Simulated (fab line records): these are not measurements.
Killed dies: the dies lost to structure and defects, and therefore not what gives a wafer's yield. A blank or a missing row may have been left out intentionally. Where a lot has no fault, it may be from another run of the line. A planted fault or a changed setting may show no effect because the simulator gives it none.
fab line records -- flow n5Finfet -- part 1 of 2: steps 1 to 5 of 6
record lots=9, wafers=27, lastDay=17
route steps=1938 shown WELL_APT@28 PMOS_HMC_CHANNEL_EPI@73 BEOL_M4@1111 PASSIVATION@1936
lots untouched by any fault: they come from a run of this same line in which no faults occurred
startH: hours from the record's opening day to when the first of the lot's shown wafers began -- waitH: hours since the lot's step before -- " identical to the entry in the row above -- L1.1+2: one row covering several wafers at once -- - either no value or no given start -- * or withheld: withheld -- < > ~ a bound
route shown NAME@n: a module of which the file shows steps, and the number in the route of the first -- usual: average and standard deviation across the fault-free wafers -- same: alike in all rows -- chamber/n: place in a boat -- sites: readings site by site -- _std_site: standard deviation across them -- _edge_site: outer sites' mean less inner sites' -- radiusMm: for every site, how far away it sits from the centre of the wafer -- mask NAME#n: copy n -- behind: the most recent tool/chamber to have shaped the wafer -- hold: why the lot went on hold/how many hours it stayed there/how the hold came to an end -- device: whichever transistor did not switch (one of n, p or np) -- end of line: the same wafers' tests at the end of the route -- for a step that has no rows: nothing shown but its recipe -- killed: dies lost to structure and defects at the first sort, not the wafer's yield -- map: a wafer's dies, marking killed ones x, the rest . and places with no die _
set.NAME: the setting that was run; set.NAME@STEP: the one run at that earlier step -- model.NAME: the simulator's own value behind a step, which no gauge read
steps of the route over a sample of lots; a table a step, a row a wafer
services: the hour from which a tool's chamber was out of use, counted from the record's first day as startH (under 0 if before that day), plus the number of hours and why
## steps
# step N5_WELL_APT_CD_MEAS_08
# recipe targetCdNm=200, landingEnergyEv=500, detector=seInlens
# usual cdNm=200.5/1.5
lot.wafer,tool,chamber,startH,waitH,cdNm
L290.2,cdSem-03,0,25.86,-,202.2
L290.3,cdSem-03,0,25.86,-,200.3
L290.4,cdSem-03,0,25.86,-,201.4
L292.1,cdSem-01,0,37.85,-,200.9
L292.2,cdSem-01,0,37.85,-,197.6
L292.3,cdSem-01,0,37.85,-,199.8
L293.3,cdSem-02,0,43.88,-,203.6
L293.4,cdSem-02,0,43.88,-,204.0
L293.5,cdSem-02,0,43.88,-,201.7
L294.2,cdSem-02,0,49.58,-,201.3
L294.3,cdSem-02,0,49.58,-,199.2
L294.6,cdSem-02,0,49.58,-,202.0
L300.1,cdSem-01,0,85.86,-,201.2
L300.2,cdSem-01,0,85.86,-,202.8
L300.4,cdSem-01,0,85.86,-,200.6
L303.1,cdSem-03,0,103.81,-,199.8
L303.2,cdSem-03,0,103.81,-,199.6
L303.6,cdSem-03,0,103.81,-,199.9
L306.1,cdSem-02,0,121.70,-,201.5
L306.2,cdSem-02,0,121.70,-,200.5
L306.5,cdSem-02,0,121.70,-,200.3
L308.1,cdSem-03,0,133.83,-,200.4
L308.4,cdSem-03,0,133.83,-,202.9
L308.5,cdSem-03,0,133.83,-,199.3
L310.3,cdSem-01,0,146.08,-,198.6
L310.5,cdSem-01,0,146.08,-,197.9
L310.6,cdSem-01,0,146.08,-,200.5
# step N5_WELL_APT_DESCUM_30
# recipe chemistry=O2, timeS=7.9, sourcePowerW=50, biasPowerW=20, pressureMtorr=20, rfFrequencyHz=2.712e+07, tempC=40, o2FlowSccm=225
# usual drypumpMotorCurrentA=5.5/0.5, oesProductAu=0.78/0.076, rfVppV=242.8/1.5, showerheadPlenumPTorr=2.07/0.074, throttleValvePct=20.46/0.2
lot.wafer,tool,chamber,startH,waitH,drypumpMotorCurrentA,oesProductAu,rfHoursCounterH,rfVppV,showerheadPlenumPTorr,throttleValvePct
L290.2,rieDiel-04,1,27.07,0.0,5.8,0.81,124,241.0,2.01,20.14
L290.3,rieDiel-04,3,27.07,0.0,5.0,0.82,76,242.1,2.11,20.46
L290.4,rieDiel-04,0,27.07,0.0,5.7,0.71,161,245.4,2.16,20.29
L292.1,rieDiel-04,0,39.20,0.1,5.7,0.72,166,244.8,2.16,20.28
L292.2,rieDiel-04,2,39.20,0.1,6.3,0.94,14,242.2,2.06,20.62
L292.3,rieDiel-04,3,39.20,0.1,5.1,0.81,80,243.9,2.11,20.48
L293.3,rieDiel-06,3,45.11,0.0,4.9,0.69,220,240.6,1.98,20.65
L293.4,rieDiel-06,0,45.11,0.0,4.8,0.80,107,243.8,2.02,20.28
L293.5,rieDiel-06,0,45.11,0.0,4.8,0.79,-,241.5,2.02,20.29
L294.2,rieDiel-05,0,51.52,0.0,5.9,0.81,74,244.1,2.21,20.60
L294.3,rieDiel-05,2,51.52,0.0,5.4,0.99,4,245.4,2.23,20.13
L294.6,rieDiel-05,0,51.52,0.0,5.9,0.83,-,244.7,2.21,20.58
L300.1,rieDiel-04,0,87.28,0.1,5.7,0.70,184,244.5,2.15,20.31
L300.2,rieDiel-04,3,87.28,0.1,5.1,0.80,97,243.5,2.10,20.50
L300.4,rieDiel-04,3,87.28,0.1,5.1,0.79,-,245.7,2.10,20.50
L303.1,rieDiel-06,3,105.22,0.1,4.9,0.67,241,240.4,1.98,20.68
L303.2,rieDiel-06,1,105.22,0.1,5.6,0.74,165,241.1,2.09,20.77
L303.6,rieDiel-06,0,105.22,0.1,4.8,0.77,-,242.4,2.01,20.31
L306.1,rieDiel-04,3,123.29,0.0,5.1,0.79,109,242.9,2.10,20.52
L306.2,rieDiel-04,1,123.29,0.0,5.8,0.76,162,240.5,1.99,20.19
L306.5,rieDiel-04,0,123.29,0.0,5.8,0.69,-,244.6,2.15,20.32
L308.1,rieDiel-04,2,135.58,0.2,6.3,0.89,44,241.3,2.05,20.67
L308.4,rieDiel-04,0,135.58,0.2,5.7,0.70,202,244.4,2.15,20.32
L308.5,rieDiel-04,2,135.58,0.2,6.3,0.88,-,242.0,2.05,20.66
L310.3,rieDiel-04,2,147.41,0.0,6.3,0.87,48,242.2,2.05,20.68
L310.5,rieDiel-04,2,147.41,0.0,6.3,0.88,-,243.3,2.05,20.68
L310.6,rieDiel-04,1,147.41,0.0,5.8,0.76,-,241.4,1.99,20.23
# step N5_WELL_APT_EPI_41
# recipe material=Si, targetThkA=500, tempC=650, precursor=SiH4/H2, pressureTorr=20, timeS=297.7
# usual runLengthS=357/3.5, throttleValvePct=11.1/0.31
lot.wafer,tool,chamber,startH,waitH,runLengthS,throttleValvePct
L290.2,epiRpcvd-01,0,28.43,0.1,355,11.1
L290.3,epiRpcvd-01,0,28.43,0.1,356,10.8
L290.4,epiRpcvd-01,0,28.43,0.1,356,11.3
L292.1,epiRpcvd-03,0,40.20,0.0,355,11.4
L292.2,epiRpcvd-03,0,40.20,0.0,356,11.3
L292.3,epiRpcvd-03,0,40.20,0.0,355,11.4
L293.3,epiRpcvd-01,0,46.34,0.2,355,11.2
L293.4,epiRpcvd-01,0,46.34,0.2,356,11.0
L293.5,epiRpcvd-01,0,46.34,0.2,355,11.0
L294.2,epiRpcvd-03,0,52.61,0.1,355,11.4
L294.3,epiRpcvd-03,0,52.61,0.1,356,11.2
L294.6,epiRpcvd-03,0,52.61,0.1,355,11.5
L300.1,epiRpcvd-03,0,88.44,0.0,183,11.6
L300.2,epiRpcvd-03,0,88.44,0.0,183,11.4
L300.4,epiRpcvd-03,0,88.44,0.0,183,11.3
L303.1,epiRpcvd-03,0,106.33,0.0,175,11.4
L303.2,epiRpcvd-03,0,106.33,0.0,175,11.3
L303.6,epiRpcvd-03,0,106.33,0.0,175,11.6
L306.1,epiRpcvd-01,0,124.29,0.0,356,11.3
L306.2,epiRpcvd-01,0,124.29,0.0,355,10.9
L306.5,epiRpcvd-01,0,124.29,0.0,357,11.6
L308.1,epiRpcvd-04,0,136.79,0.0,361,11.1
L308.4,epiRpcvd-04,0,136.79,0.0,361,10.9
L308.5,epiRpcvd-04,0,136.79,0.0,361,10.9
L310.3,epiRpcvd-04,0,148.87,0.2,353,10.7
L310.5,epiRpcvd-04,0,148.87,0.2,354,10.9
L310.6,epiRpcvd-04,0,148.87,0.2,354,10.8
# step N5_PMOS_HMC_CHANNEL_EPI_ETCH_38
# recipe chemistry=CF4, target=SiO2, targetDepthA=15, ionEnergyEv=350, pressureMtorr=10, icpW=800, biasW=400, cf4FlowSccm=80
# usual drypumpMotorCurrentA=5.5/0.47, oesProductAu=1.000/0.018, throttleValvePct=21.80/0.27
lot.wafer,tool,chamber,startH,waitH,drypumpMotorCurrentA,oesProductAu,rfHoursCounterH,throttleValvePct
L290.2,rieSi-04,3,29.99,0.0,5.9,1.029,9,21.82
L290.3,rieSi-04,1,29.99,0.0,5.5,0.982,191,21.15
L290.4,rieSi-04,2,29.99,0.0,5.6,0.966,56,21.55
L292.1,rieSi-04,1,41.71,0.0,5.6,0.998,191,21.18
L292.2,rieSi-04,3,41.71,0.0,6.0,1.033,9,21.82
L292.3,rieSi-04,0,41.71,0.0,6.4,1.007,96,22.23
L293.3,rieSi-02,0,47.78,0.0,5.5,1.020,119,22.04
L293.4,rieSi-02,2,47.78,0.0,5.4,1.003,164,21.82
L293.5,rieSi-02,1,47.78,0.0,5.3,0.965,-,22.21
L294.2,rieSi-02,3,54.00,0.0,6.4,1.005,178,21.55
L294.3,rieSi-02,0,54.00,0.0,5.5,1.019,120,22.01
L294.6,rieSi-02,0,54.00,0.0,5.5,1.015,-,22.03
L300.1,rieSi-05,3,90.27,0.0,4.8,1.001,32,21.81
L300.2,rieSi-05,0,90.27,0.0,5.0,0.997,31,21.82
L300.4,rieSi-05,2,90.27,0.0,5.3,1.022,99,21.86
L303.1,rieSi-04,2,108.43,0.0,5.6,0.990,57,21.55
L303.2,rieSi-04,0,108.43,0.0,6.4,1.001,97,22.23
L303.6,rieSi-04,1,108.43,0.0,5.5,0.995,-,21.16
L306.1,rieSi-02,1,125.95,0.0,5.3,0.981,113,22.18
L306.2,rieSi-02,0,125.95,0.0,5.5,1.023,121,22.02
L306.5,rieSi-02,0,125.95,0.0,5.5,1.026,-,22.02
L308.1,rieSi-05,2,138.88,0.0,5.3,1.019,99,21.85
L308.4,rieSi-05,1,138.88,0.0,5.4,0.983,149,21.80
L308.5,rieSi-05,3,138.88,0.0,4.9,0.992,-,21.82
L310.3,rieSi-05,0,150.17,0.0,5.0,1.001,32,21.80
L310.5,rieSi-05,0,150.17,0.0,5.0,0.997,-,21.82
L310.6,rieSi-05,1,150.17,0.0,5.4,0.989,-,21.83
# step N5_BEOL_M4_RC_MEAS_101
# usual CJ_N=4.33/0.091, CJ_P=5.78/0.18, DIBL_N=36.2/1.7, DIBL_P=36.6/1.9, IOFF_N=0.16/0.032, IOFF_N_LONG=5.56e-05/2.5e-06, IOFF_P=0.21/0.037, IOFF_P_85C=3.6/0.54, IOFF_P_LIN=0.097/0.013, IOFF_P_LONG=0.000101/7.2e-06, ION_N=675/12, ION_P=460/8.1, RS_NWELL=1039/6.4, RS_PWELL=3015/21, SS_N=71.4/0.58, SS_P=73.4/0.64, VT_N=249/3.2, VT_N_LONG=274.6/1.8, VT_N_LVT=96/3.6, VT_P=-252/3.4
lot.wafer,tool,chamber,startH,waitH,CJ_N,CJ_P,DIBL_N[mV/V],DIBL_P[mV/V],IOFF_N[nA/um],IOFF_N_LONG[nA/um],IOFF_P[nA/um],IOFF_P_85C[nA/um],IOFF_P_LIN[nA/um],IOFF_P_LONG[nA/um],ION_N[uA/um],ION_P[uA/um],RS_NWELL[ohm/sq],RS_PWELL[ohm/sq],SS_N[mV/dec],SS_P[mV/dec],VT_N[mV],VT_N_LONG[mV],VT_N_LVT[mV],VT_P[mV]
L290.2,prober-01,0,178.44,0.2,4.43,5.66,38.3,38.3,0.19,5.76e-05,0.26,4.3,0.115,0.000109,684,460,1041,3027,71.3,74.0,246,272.7,92,-247
L290.3,prober-01,0,178.44,0.2,4.46,5.79,40.0,40.5,0.24,5.9e-05,0.31,5.0,0.131,0.000111,685,469,1034,3021,72.7,74.1,244,273.9,90,-242
L290.4,prober-01,0,178.44,0.2,4.32,6.11,36.8,37.0,0.18,5.89e-05,0.24,4.1,0.110,0.00012,685,466,1045,3027,71.6,73.1,247,273.1,92,-246
L292.1,prober-02,0,192.76,0.0,4.43,5.67,37.4,37.4,0.19,5.34e-05,0.21,3.7,0.099,9.2e-05,688,468,1040,3044,71.5,73.3,247,275.9,93,-251
L292.2,prober-02,0,192.76,0.0,4.39,5.71,35.3,34.8,0.14,5.31e-05,0.17,3.1,0.084,9.2e-05,669,454,1039,3008,71.3,73.3,253,274.3,100,-255
L292.3,prober-02,0,192.76,0.0,4.43,6.04,36.7,36.8,0.18,5.27e-05,0.20,3.5,0.094,9.8e-05,664,457,1036,3053,72.4,73.7,249,276.0,96,-252
L293.3,prober-02,0,194.52,0.3,4.22,5.71,37.4,38.4,0.18,5.8e-05,0.23,4.0,0.106,9.9e-05,679,467,1033,2985,71.6,74.6,249,274.4,91,-246
L293.4,prober-02,0,194.52,0.3,4.31,6.08,34.8,34.5,0.13,5.86e-05,0.16,3.1,0.086,0.000106,674,461,1044,3002,70.8,73.0,251,273.7,95,-251
L293.5,prober-02,0,194.52,0.3,4.25,6.10,35.5,35.5,0.15,5.78e-05,0.18,3.3,0.092,0.000107,671,458,1031,2998,70.8,73.6,251,272.8,94,-253
L294.2,prober-02,0,200.25,0.2,4.32,5.83,35.1,35.8,0.15,5.88e-05,0.20,3.6,0.100,0.000103,688,470,1054,3031,71.5,73.1,249,272.2,96,-250
L294.3,prober-02,0,200.25,0.2,4.41,5.58,34.4,34.5,0.14,5.84e-05,0.19,3.3,0.092,0.0001,674,460,1037,3019,71.0,72.3,246,273.3,97,-252
L294.6,prober-02,0,200.25,0.2,4.45,5.77,36.1,37.2,0.18,5.87e-05,0.23,4.0,0.109,0.000103,681,468,1045,3044,71.5,73.6,246,275.8,94,-248
L300.1,prober-02,0,242.03,0.0,5.16,1.30,33.6,39.2,0.08,4.31e-05,0.31,5.1,0.108,7.9e-05,596,467,1096,3345,70.5,75.8,262,292.4,111,-249
L300.2,prober-02,0,242.03,0.0,5.16,1.29,35.0,52.5,0.09,4.32e-05,1.36,17.5,0.190,7.9e-05,603,479,1112,3368,71.2,88.9,266,293.3,110,-246
L300.4,prober-02,0,242.03,0.0,5.17,1.29,35.0,48.3,0.09,4.34e-05,0.85,11.8,0.159,7.9e-05,599,475,1101,3351,71.5,83.8,265,290.6,110,-249
L303.1,prober-01,0,249.09,0.0,5.14,1.30,34.8,47.0,0.11,4.17e-05,0.58,8.4,0.134,6.9e-05,611,468,1110,3333,71.1,79.5,262,294.7,106,-253
L303.2,prober-01,0,249.09,0.0,5.20,1.31,33.4,40.1,0.09,4.14e-05,0.28,4.5,0.097,6.8e-05,599,455,1117,3359,71.1,75.8,263,297.1,108,-255
L303.6,prober-01,0,249.09,0.0,5.15,1.31,32.7,53.0,0.08,4.23e-05,1.20,15.5,0.162,6.7e-05,584,457,1107,3382,70.7,88.2,263,294.7,110,-253
L306.1,prober-01,0,267.66,0.0,4.37,5.67,34.6,34.0,0.14,5.56e-05,0.15,2.8,0.080,9.6e-05,679,461,1034,3032,70.6,73.0,249,275.0,97,-256
L306.2,prober-01,0,267.66,0.0,4.18,5.51,36.3,37.4,0.16,5.46e-05,0.19,3.4,0.093,9.1e-05,667,451,1048,3035,71.6,73.7,250,273.5,96,-254
L306.5,prober-01,0,267.66,0.0,4.26,5.29,36.0,36.6,0.15,5.48e-05,0.17,3.1,0.086,9.1e-05,680,455,1041,3017,72.1,73.5,250,273.3,97,-256
L308.1,prober-02,0,286.74,0.0,4.14,5.69,36.8,36.1,0.13,5.25e-05,0.19,3.3,0.087,9.1e-05,656,448,1041,3006,71.4,72.4,253,277.1,101,-255
L308.4,prober-02,0,286.74,0.0,4.39,5.81,36.7,35.8,0.15,5.45e-05,0.18,3.2,0.085,9.2e-05,683,457,1045,2962,71.7,72.7,252,274.8,98,-256
L308.5,prober-02,0,286.74,0.0,4.22,5.67,37.9,37.3,0.15,5.25e-05,0.20,3.5,0.093,9e-05,671,461,1048,2991,71.1,73.7,250,276.0,97,-252
L310.3,prober-01,0,295.63,0.3,4.16,5.82,38.3,39.7,0.20,5.6e-05,0.26,4.4,0.115,0.0001,692,470,1043,3003,71.9,74.3,247,273.8,95,-247
L310.5,prober-01,0,295.63,0.3,4.27,5.57,37.1,37.1,0.18,5.7e-05,0.22,3.8,0.102,9.6e-05,682,466,1036,2986,71.8,74.0,248,270.9,97,-251
L310.6,prober-01,0,295.63,0.3,4.26,5.68,36.5,36.0,0.17,5.82e-05,0.21,3.7,0.099,0.000101,682,466,1048,2982,71.2,73.5,248,274.6,96,-250
## key
firstSign step=N5_WELL_APT_EPI_41, reading=runLengthS, direction=down, sigmas=51, usual=*, struck=*
effect step=N5_BEOL_M4_RC_MEAS_101, reading=CJ_P, direction=down, sigmas=25, usual=5.78, struck=1.30
effect step=N5_BEOL_M4_RC_MEAS_101, reading=RS_PWELL, direction=up, sigmas=16, usual=3015, struck=3356
effect step=N5_BEOL_M4_RC_MEAS_101, reading=IOFF_P, direction=up, sigmas=15, usual=0.21, struck=0.76
effect step=N5_BEOL_M4_RC_MEAS_101, reading=SS_P, direction=up, sigmas=14, usual=73.4, struck=82.0
effect step=N5_BEOL_M4_RC_MEAS_101, reading=IOFF_P_85C, direction=up, sigmas=13, usual=3.6, struck=10.5
effect step=N5_BEOL_M4_RC_MEAS_101, reading=RS_NWELL, direction=up, sigmas=11, usual=1039, struck=1107
effect step=N5_BEOL_M4_RC_MEAS_101, reading=VT_N_LONG, direction=up, sigmas=10, usual=274.6, struck=293.8
effect step=N5_BEOL_M4_RC_MEAS_101, reading=CJ_N, direction=up, sigmas=9.2, usual=4.33, struck=5.16
effect step=N5_BEOL_M4_RC_MEAS_101, reading=ION_N, direction=down, sigmas=6.5, usual=675, struck=599
effect step=N5_BEOL_M4_RC_MEAS_101, reading=IOFF_N_LONG, direction=down, sigmas=5.3, usual=5.56e-05, struck=4.25e-05
effect step=N5_BEOL_M4_RC_MEAS_101, reading=DIBL_P, direction=up, sigmas=5.2, usual=36.6, struck=46.7
effect step=N5_BEOL_M4_RC_MEAS_101, reading=VT_N, direction=up, sigmas=4.5, usual=249, struck=264
effect step=N5_PASSIVATION_PROBE_49, reading=sort_bin_4_leakage, direction=up, sigmas=99+, usual=0, struck=48.46, wafersMoved=4
metAt N5_WELL_APT_EPI_41
struckLots L300,L303
notActingAt N5_WELL_APT_CD_MEAS_08,N5_WELL_APT_DESCUM_30,N5_PMOS_HMC_CHANNEL_EPI_ETCH_38
onsetBetween 52.61 88.44
fault kind=processParameterDrift, tool=epiRpcvd-03, chamber=-, onsetH=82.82, steps=N5_WELL_APT_EPI_41, channel=timeS, offset=*, shape=step, endH=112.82, actsIn=*, stated=*
